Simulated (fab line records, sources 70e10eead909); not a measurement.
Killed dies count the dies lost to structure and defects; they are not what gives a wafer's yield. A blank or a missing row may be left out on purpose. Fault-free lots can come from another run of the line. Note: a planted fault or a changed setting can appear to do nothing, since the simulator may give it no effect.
Struck lot and sound lot, side by side || flow nand harc || 18 steps out of a route of 1159
Sound: these wafers, L694.2, L694.3, L694.6. Wafers struck: L684.1, L684.2, L684.5. The cause comes at the end.
Each step with rows lists, per side, the tool, then ch with its chambers, then its first start. Under that, the readings that differ: sound wafers || struck wafers || difference of the means || sigmas: that difference in standard deviations of wafers without a fault.
alike: same words and numbers on both sides, and readings whose means sit less than 2 such deviations apart. not compared: any withheld reading, any reading some wafer has no value for, any bound like >300 that may hide the same value, and any number with overlapping values for which the record gives no deviation.
The two part at a step that has a row with sigmas, a row that says differs or no value, or rows on one side only. Numbers that have no deviation but don't overlap get no sigmas and don't part them. A reading that every wafer of one side lacks parts them only if that side has two wafers or more.

NHARC_P_ZERO_WELL_CD_MEAS_11 targets a cd of 500 nm.
  sound on cd sem-03 ch 0, day 4 19:08; struck on cd sem-03 ch 0, day 2 07:14
  alike: cd nm
then, 1 step without rows for these wafers: NHARC_P_ZERO_WELL_HARDBAKE_12 (time 65 s).
NHARC_P_ZERO_WELL_DESCUM_13: chemistry O2, time 3 s.
  sound on rie diel-05 ch 0,1,2, day 4 19:18; struck on rie diel-11 ch 1,2, day 2 07:24
{"reading": "oes product au (a.u.)", "sound": "0.996 0.994 0.988", "struck": "1.008 1.022 1.011", "difference": "+0.021", "sigmas": "+3"}
  alike: drypump motor current A, mfc ar sccm, rf vpp V, showerhead plenum p Torr, throttle valve pct
  not compared: rf hours counter h
NHARC_P_ZERO_WELL_ETCH_65: etches the open film in N2/H2, target depth 80 nm, overetch 24 nm, time 87.88 s.
  sound on rie diel-05 ch 0,3, day 4 19:22; struck on rie diel-11 ch 0,1,3, day 2 07:29
{"reading": "oes product au (a.u.)", "sound": "0.993 0.976 0.983", "struck": "1.001 1.011 0.993", "difference": "+0.018", "sigmas": "+2"}
  alike: drypump motor current A, h2 flow sccm, mfc ar sccm, rf fwd power W, rf vpp V, showerhead plenum p Torr, throttle valve pct
  not compared: rf hours counter h
NHARC_P_ZERO_WELL_ETCH_62: etches the open film in CHF3/Ar, target depth 13 nm, time 6.5 s.
  sound on rie diel-05 ch 0,1,3; struck on rie diel-11 ch 0,3
  alike: chf3 flow sccm, drypump motor current A, mfc ar sccm, oes product au, rf fwd power W, rf vpp V, showerhead plenum p Torr, throttle valve pct
  not compared: rf hours counter h
NHARC_P_ZERO_WELL_ETCH_63: etches the open film in HBr/Cl2, target depth 120 nm, time 40.1 s.
  sound on rie si-05 ch 0,1, day 4 19:32; struck on rie si-05 ch 0,2, day 2 07:40
  alike: drypump motor current A, mfc cl2 sccm, oes product au, rf fwd power W, throttle valve pct
  not compared: rf hours counter h
then, 6 steps without rows for these wafers: NHARC_P_ZERO_WELL_STRIP_15 (strips in SPM, time 900 s); NHARC_P_ZERO_WELL_DEHYDRATE_16 (time 120 s); NHARC_P_ZERO_WELL_HMDS_17 (time 30 s); NHARC_P_ZERO_WELL_COAT_18; NHARC_P_ZERO_WELL_SOFTBAKE_19 (time 95 s); NHARC_P_ZERO_WELL_EBR_20.
NHARC_P_ZERO_WELL_EXPOSE_21: exposes mask P NWELL, target cd 720 nm.
  sound on krf scanner-02 ch 0, day 4 20:19; struck on krf scanner-02 ch 0, day 2 08:28
{"reading": "mask", "sound": "P_NWELL#0 P_NWELL#0 P_NWELL#0", "struck": "P_HVPW#0 P_HVPW#0 P_HVPW#0", "difference": "differs", "sigmas": ""}
then, 2 steps without rows for these wafers: NHARC_P_ZERO_WELL_PEB_22 (peb time 85 s); NHARC_P_ZERO_WELL_DEVELOP_23 (time 70 s).
NHARC_P_ZERO_WELL_CD_MEAS_24 targets a cd of 720 nm.
  sound on cd sem-03 ch 0, day 4 20:28; struck on cd sem-02 ch 0, day 2 08:37
{"reading": "cd nm (nm)", "sound": "719.6 718.9 719.0", "struck": "- - -", "difference": "no value on the struck wafers", "sigmas": ""}
then, 1 step without rows for these wafers: NHARC_P_ZERO_WELL_HARDBAKE_25 (time 80 s).
-- the record jumps here: 17 days lie between the struck wafers' starts before and after (it left off in module P_ZERO_WELL and takes up again in module END, whose first step shown is number 1159 of the route) --
NHARC_END_SORT_01:
  only the struck wafers appear in the record here, on prober-01 ch 0 at day 19 04:30; the sound ones have no rows

WHERE THEY PART
Earliest at NHARC_P_ZERO_WELL_DESCUM_13; latest, in this record, at NHARC_END_SORT_01.

WHY: what the simulator had put in
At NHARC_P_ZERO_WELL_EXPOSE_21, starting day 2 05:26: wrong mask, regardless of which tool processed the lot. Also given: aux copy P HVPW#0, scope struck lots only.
